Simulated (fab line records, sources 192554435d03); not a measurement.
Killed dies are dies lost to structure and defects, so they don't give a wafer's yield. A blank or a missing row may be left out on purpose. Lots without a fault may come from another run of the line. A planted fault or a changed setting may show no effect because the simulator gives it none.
Chamber matching | flow n5_finfet | N5_BEOL_M1_ETCH_70 on rie_diel-06: 4 sister chambers
The step etches SOC in N2/H2, target depth 80 nm, overetch 16 nm, time 120 s. 16 wafers are shown with their chamber, then 8 later ones without.

WAFERS WITH THEIR CHAMBER
wafer  | chamber | showerhead_plenum_p_Torr (Torr) | drypump_motor_current_A (A) | oes_product_au (a.u.)
L077.1 | 3       | 2.41                            | 6.0                         | 0.55
L077.4 | 1       | 2.52                            | 6.5                         | 0.58
L077.5 | 2       | 2.61                            | 6.1                         | 0.76
L080.1 | 0       | 2.35                            | 5.3                         | 0.59
L080.4 | 1       | 2.52                            | 6.4                         | 0.58
L080.6 | 2       | 2.60                            | 6.1                         | 0.73
L081.1 | 0       | 2.35                            | 5.2                         | 0.59
L081.3 | 3       | 2.40                            | 6.0                         | 0.54
L081.4 | 1       | 2.52                            | 6.5                         | 0.57
L082.3 | 1       | 2.52                            | 6.5                         | 0.58
L082.4 | 0       | 2.35                            | 5.3                         | 0.59
L082.6 | 1       | 2.52                            | 6.5                         | 0.57
L089.2 | 0       | 2.35                            | 5.3                         | 0.58
L089.3 | 3       | 2.40                            | 6.0                         | 0.54
L089.6 | 0       | 2.35                            | 5.3                         | 0.59
L092.1 | 3       | 2.40                            | 6.0                         | 0.54

SIGNATURES (means of the wafers above)
reading                  | chamber 0 | chamber 1 | chamber 2 | chamber 3 | scatter within a chamber
showerhead_plenum_p_Torr | 2.3500    | 2.5200    | 2.6050    | 2.4025    | 0.00323
drypump_motor_current_A  | 5.280     | 6.480     | 6.100     | 6.000     | 0.0365
oes_product_au           | 0.5880    | 0.5760    | 0.7450    | 0.5425    | 0.00777
Rule: a wafer's distance from a chamber is the root of the sum, over the readings, of the square of ((its reading less the chamber's mean) divided by the reading's scatter). The wafer belongs to the nearest chamber; if the next one is less than 2 further off, it can't be placed. The scatter: the root of (the sum of the squares of (reading less its chamber's mean) over the shown wafers, divided by (wafers less chambers)).

WAFERS WITHOUT THEIR CHAMBER
wafer  | showerhead_plenum_p_Torr (Torr) | drypump_motor_current_A (A) | oes_product_au (a.u.)
L092.2 | 2.51                            | 6.5                         | 0.56
L092.6 | 2.59                            | 6.1                         | 0.68
L094.1 | 2.34                            | 5.3                         | 0.58
L094.2 | 2.59                            | 6.1                         | 0.68
L094.5 | 2.39                            | 6.0                         | 0.54
L096.2 | 2.51                            | 6.5                         | 0.56
L096.4 | 2.34                            | 5.3                         | 0.57
L096.5 | 2.39                            | 6.0                         | 0.53

WHICH CHAMBER EACH WENT THROUGH
wafer  | from the rows above | in truth
L092.2 | 1                   | 1
L092.6 | 2                   | 2
L094.1 | 0                   | 0
L094.2 | 2                   | 2
L094.5 | 3                   | 3
L096.2 | 1                   | 1
L096.4 | 0                   | 0
L096.5 | 3                   | 3
Placed correctly: 8 of 8. Can't be placed from these rows: 0. Placed wrongly: 0.
